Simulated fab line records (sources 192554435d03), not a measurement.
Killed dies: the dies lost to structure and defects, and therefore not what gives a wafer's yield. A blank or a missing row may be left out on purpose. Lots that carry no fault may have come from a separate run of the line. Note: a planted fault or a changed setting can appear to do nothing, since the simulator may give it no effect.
One fault seen from 2 desks || flow n5_finfet || only its own numbers are on each desk; what lay behind them is given at the end

THE METROLOGY DESK
Lot by lot, what the gauges showed, no matter which tool ran the lot: averages of those sampled wafers that carry a number. The brackets show how far a lot's mean lies from the usual mean; more than 4 standard deviations puts the lot out of limits, marked OUT. Only the readings that lie furthest out on some lot appear, 7 of the 10 it has.
Columns: A = DIBL_N at N5_BEOL_M4_RC_MEAS_101, usual 36.2 mV/V; B = DIBL_P at N5_BEOL_M4_RC_MEAS_101, usual 36.5 mV/V; C = IOFF_N at N5_BEOL_M4_RC_MEAS_101, usual 0.158 nA/um; D = IOFF_P at N5_BEOL_M4_RC_MEAS_101, usual 0.21 nA/um; E = ION_N at N5_BEOL_M4_RC_MEAS_101, usual 675 uA/um; F = VT_N at N5_BEOL_M4_RC_MEAS_101, usual 250.4 mV; G = VT_P at N5_BEOL_M4_RC_MEAS_101, usual -250 mV
{"lot": "L378", "first seen here": "day 7 20:24", "A": 37.5, "B": 38.0, "C": 0.172, "D": 0.25, "E": 681, "F": 250.1, "G": -247}
{"lot": "L380", "first seen here": "day 8 17:38", "A": 37.3, "B": 36.5, "C": 0.158, "D": 0.21, "E": 668, "F": 253.2, "G": -252}
{"lot": "L384", "first seen here": "day 9 19:01", "A": 35.3, "B": 35.8, "C": 0.138, "D": 0.21, "E": 674, "F": 253.0, "G": -248}
{"lot": "L387", "first seen here": "day 10 01:27", "A": 34.8, "B": 34.9, "C": 0.137, "D": 0.19, "E": 675, "F": 252.8, "G": -252}
{"lot": "L386", "first seen here": "day 10 02:59", "A": 36.3, "B": 37.8, "C": 0.169, "D": 0.23, "E": 693, "F": 247.9, "G": -249}
{"lot": "L388", "first seen here": "day 10 11:46", "A": 36.5, "B": 37.4, "C": 0.175, "D": 0.21, "E": 689, "F": 247.7, "G": -249}
{"lot": "L391", "first seen here": "day 11 15:15", "A": 38.0, "B": 39.2, "C": 0.196, "D": 0.29, "E": 690, "F": 245.0, "G": -242}
{"lot": "L398", "first seen here": "day 13 14:35", "A": 36.0, "B": 36.8, "C": 0.166, "D": 0.20, "E": 673, "F": 248.2, "G": -252}
{"lot": "L399", "first seen here": "day 14 08:34", "A": 34.0, "B": 34.2, "C": 0.135, "D": 0.21, "E": 672, "F": 251.0, "G": -249}
This desk found nothing out of limits on any of the 9 lots.

FOR THE TOOL OWNER'S DESK: rie_metal-03
The tool's own readings at N5_GATE_CUT_CUT_ETCH_54 (etches TiN in Cl2/BCl3, target depth 96.7 nm): means of the sampled wafers that have a number, for each lot that ran on this tool. The brackets show how far a lot's mean lies from the usual mean; more than 4 standard deviations puts the lot out of limits, marked OUT.
Columns: A = drypump_motor_current_A at N5_GATE_CUT_CUT_ETCH_54, usual 6.03 A; B = etch_rf_on_time_s at N5_GATE_CUT_CUT_ETCH_54, usual 37.4 s; C = he_backside_leak_sccm at N5_GATE_CUT_CUT_ETCH_54, usual 3.4 sccm; D = mfc_cl2_sccm at N5_GATE_CUT_CUT_ETCH_54, usual 53.26 sccm; E = oes_product_au at N5_GATE_CUT_CUT_ETCH_54, usual 0.66 a.u.; F = throttle_valve_pct at N5_GATE_CUT_CUT_ETCH_54, usual 22.31 %
{"lot": "L378", "first seen here": "day 4 16:19", "A": 6.08, "B": 37.8, "C": 3.4, "D": 53.28, "E": 0.62, "F": 22.34}
{"lot": "L384", "first seen here": "day 6 12:47", "A": 6.02, "B": 38.2, "C": 3.3, "D": 53.30, "E": 0.67, "F": 22.30}
{"lot": "L386", "first seen here": "day 6 19:34", "A": 6.03, "B": 37.7, "C": 3.2, "D": 53.24, "E": 0.67, "F": 22.30}
{"lot": "L387", "first seen here": "day 6 21:19", "A": 6.04, "B": 38.4, "C": 3.3, "D": 53.32, "E": 0.66, "F": 22.31}
{"lot": "L391", "first seen here": "day 7 23:07", "A": 6.04, "B": 38.1, "C": 3.2, "D": 53.11, "E": 0.66, "F": 22.32}
{"lot": "L398", "first seen here": "day 9 21:50", "A": 6.05, "B": 38.1, "C": 3.0, "D": "50.63 (-16) OUT", "E": 0.66, "F": 22.01}
{"lot": "L399", "first seen here": "day 10 00:47", "A": 6.04, "B": 38.0, "C": 3.9, "D": "50.60 (-17) OUT", "E": 0.65, "F": 22.01}
This desk finds L398, L399 out of limits, L398 being first, at day 9 21:50 (mfc_cl2_sccm at N5_GATE_CUT_CUT_ETCH_54). L378, L384, L386, L387, L391: within limits.

ALL TOGETHER
At day 9 21:50, on L398, L399, the tool owner's desk was in a position to raise an alarm.
Metrology desk: nothing out of limits seen.
The metrology desk holds a record of L398, L399, inside its limits.
All the named lots went through N5_GATE_CUT_CUT_ETCH_54 on rie_metal-03.

WHAT THE SIMULATOR PUT IN
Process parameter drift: rie_metal-03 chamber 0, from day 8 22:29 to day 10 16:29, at N5_GATE_CUT_CUT_ETCH_54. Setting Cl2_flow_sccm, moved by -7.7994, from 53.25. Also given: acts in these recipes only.
Lots struck among those shown: L398, L399.
Time in hours from fault onset to the first out-of-limits reading at each desk: the tool owner's desk, 23.
